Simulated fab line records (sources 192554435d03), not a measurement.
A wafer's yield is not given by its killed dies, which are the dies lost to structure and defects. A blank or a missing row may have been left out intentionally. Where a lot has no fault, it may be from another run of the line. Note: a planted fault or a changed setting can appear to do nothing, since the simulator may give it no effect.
Chamber matching :: flow n5 finfet :: N5_BEOL_M0_SAQP_SPACER2_ETCHBACK_27 on rie diel-02 has 4 sister chambers
The step etches SiO2 in CHF3/O2, target depth 22.5 nm, time 11.25 s. 16 wafers are shown with their chamber, then 8 later ones without.

== EACH WAFER AND ITS CHAMBER ==
wafer: L074.2
chamber: 0
drypump motor current A (A): 5.2
rf vpp V (V): 516
throttle valve pct (%): 19.18

wafer: L074.3
chamber: 2
drypump motor current A (A): 5.0
rf vpp V (V): 532
throttle valve pct (%): 19.04

wafer: L074.4
chamber: 0
drypump motor current A (A): 5.2
rf vpp V (V): 516
throttle valve pct (%): 19.16

wafer: L078.1
chamber: 3
drypump motor current A (A): 5.5
rf vpp V (V): 522
throttle valve pct (%): 19.06

wafer: L078.3
chamber: 1
drypump motor current A (A): 5.7
rf vpp V (V): 519
throttle valve pct (%): 19.27

wafer: L078.6
chamber: 1
drypump motor current A (A): 5.7
rf vpp V (V): 520
throttle valve pct (%): 19.27

wafer: L087.2
chamber: 3
drypump motor current A (A): 5.5
rf vpp V (V): 522
throttle valve pct (%): 19.11

wafer: L087.4
chamber: 2
drypump motor current A (A): 5.0
rf vpp V (V): 542
throttle valve pct (%): 18.65

wafer: L087.6
chamber: 0
drypump motor current A (A): 5.2
rf vpp V (V): 516
throttle valve pct (%): 19.21

wafer: L090.1
chamber: 3
drypump motor current A (A): 5.5
rf vpp V (V): 523
throttle valve pct (%): 19.10

wafer: L090.3
chamber: 1
drypump motor current A (A): 5.6
rf vpp V (V): 526
throttle valve pct (%): 18.96

wafer: L090.5
chamber: 0
drypump motor current A (A): 5.1
rf vpp V (V): 515
throttle valve pct (%): 19.23

wafer: L092.1
chamber: 3
drypump motor current A (A): 5.5
rf vpp V (V): 521
throttle valve pct (%): 19.11

wafer: L092.2
chamber: 0
drypump motor current A (A): 5.2
rf vpp V (V): 516
throttle valve pct (%): 19.23

wafer: L092.5
chamber: 2
drypump motor current A (A): 5.0
rf vpp V (V): 542
throttle valve pct (%): 18.65

wafer: L093.2
chamber: 2
drypump motor current A (A): 5.0
rf vpp V (V): 542
throttle valve pct (%): 18.65

SIGNATURES (means of the wafers above)
reading: drypump motor current A
chamber 0: 5.180
chamber 1: 5.667
chamber 2: 5.000
chamber 3: 5.500
scatter within a chamber: 0.035

reading: rf vpp V
chamber 0: 515.80
chamber 1: 521.67
chamber 2: 539.50
chamber 3: 522.00
scatter within a chamber: 2.98

reading: throttle valve pct
chamber 0: 19.2020
chamber 1: 19.1667
chamber 2: 18.7475
chamber 3: 19.0950
scatter within a chamber: 0.124
Rule: a wafer lies at a distance from a chamber equal to the root of the sum of squares, over the readings, of (its reading less the chamber's mean, divided by the reading's scatter). The wafer belongs to the nearest chamber; if the next one is less than 2 further off, it can't be placed. The scatter is the square root of a quotient: the sum, over the shown wafers, of each reading's squared deviation from its chamber's mean, divided by wafers minus chambers.

== WAFERS MISSING THEIR CHAMBER ==
wafer: L093.4
drypump motor current A (A): 5.5
rf vpp V (V): 523
throttle valve pct (%): 19.12

wafer: L093.6
drypump motor current A (A): 5.2
rf vpp V (V): 515
throttle valve pct (%): 19.25

wafer: L095.1
drypump motor current A (A): 5.5
rf vpp V (V): 522
throttle valve pct (%): 19.13

wafer: L095.3
drypump motor current A (A): 5.0
rf vpp V (V): 543
throttle valve pct (%): 18.65

wafer: L095.4
drypump motor current A (A): 5.2
rf vpp V (V): 516
throttle valve pct (%): 19.23

wafer: L096.1
drypump motor current A (A): 5.2
rf vpp V (V): 516
throttle valve pct (%): 19.24

wafer: L096.2
drypump motor current A (A): 5.5
rf vpp V (V): 523
throttle valve pct (%): 19.13

wafer: L096.3
drypump motor current A (A): 5.6
rf vpp V (V): 527
throttle valve pct (%): 19.00

== THE CHAMBER EACH PASSED THROUGH ==
wafer: L093.4
from the rows above: 3
in truth: 3

wafer: L093.6
from the rows above: 0
in truth: 0

wafer: L095.1
from the rows above: 3
in truth: 3

wafer: L095.3
from the rows above: 2
in truth: 2

wafer: L095.4
from the rows above: 0
in truth: 0

wafer: L096.1
from the rows above: 0
in truth: 0

wafer: L096.2
from the rows above: 3
in truth: 3

wafer: L096.3
from the rows above: can't be placed: 1 or 3
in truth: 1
7 of 8 placed correctly. Cannot be placed on the basis of these rows: 1; the candidates contain the true chamber in 1. 0 placed wrongly.
